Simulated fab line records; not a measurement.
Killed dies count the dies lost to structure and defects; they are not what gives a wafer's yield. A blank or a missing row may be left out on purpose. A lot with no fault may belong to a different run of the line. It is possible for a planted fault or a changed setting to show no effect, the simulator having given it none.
What tool caused it? :: flow nand-harc :: 6 lots with 18 wafers sampled at 2 steps, on a route of 1159 steps

WHAT THE GAUGES READ, wafer by wafer
NHARC_A_M1_INSPECT_27.
lot: L326
measured: day 18 20:14
on: defect-inspect-02
raw-defect-count: 415 443 389

lot: L329
measured: day 19 14:29
on: defect-inspect-01
raw-defect-count: 377 515 572

lot: L332
measured: day 21 00:47
on: defect-inspect-02
raw-defect-count: 351 300 297

lot: L338
measured: day 22 06:53
on: defect-inspect-02
raw-defect-count: 352 376 322

lot: L340
measured: day 22 15:14
on: defect-inspect-01
raw-defect-count: 539 614 609

lot: L343
measured: day 22 23:47
on: defect-inspect-02
raw-defect-count: 633 370 503

WHAT TOOL EACH LOT RAN ON (gives the tool, then ch and the chambers of the sampled wafers, and finally the start)
lot: L326
NHARC_A_M1_PVD_21: pvd-sputter-01, day 18 20:14 or earlier

lot: L329
NHARC_A_M1_PVD_21: pvd-sputter-03, day 19 14:29 or earlier

lot: L332
NHARC_A_M1_PVD_21: pvd-sputter-02, day 21 00:47 or earlier

lot: L338
NHARC_A_M1_PVD_21: pvd-sputter-02, day 22 06:53 or earlier

lot: L340
NHARC_A_M1_PVD_21: pvd-sputter-02, day 22 15:14 or earlier

lot: L343
NHARC_A_M1_PVD_21: pvd-sputter-03, day 22 23:47 or earlier
- NHARC_A_M1_PVD_21: deposits Cu, target thk 30 nm, time 20.49 s.

THE ANSWER, worked out from the rows above alone
Rule: the usual values come from the lots themselves. Put in order of their means at a reading, lots are off if they are a third of the lots or fewer, leave a main group of 4 or more, and stand apart from it by a gap of 3 or more times the standard deviation of the main group's means; of several such gaps the widest counts. A main group is skipped when, at the precision printed for the reading in the tables above, its means are all equal. A lot without any number at a reading at which 4 lots or more have one is off too. All remaining lots with rows at the step are treated as sound.
Across all readings shown, no lot is off: no conclusion can be drawn from this.

WHAT THE SIMULATOR PUT IN
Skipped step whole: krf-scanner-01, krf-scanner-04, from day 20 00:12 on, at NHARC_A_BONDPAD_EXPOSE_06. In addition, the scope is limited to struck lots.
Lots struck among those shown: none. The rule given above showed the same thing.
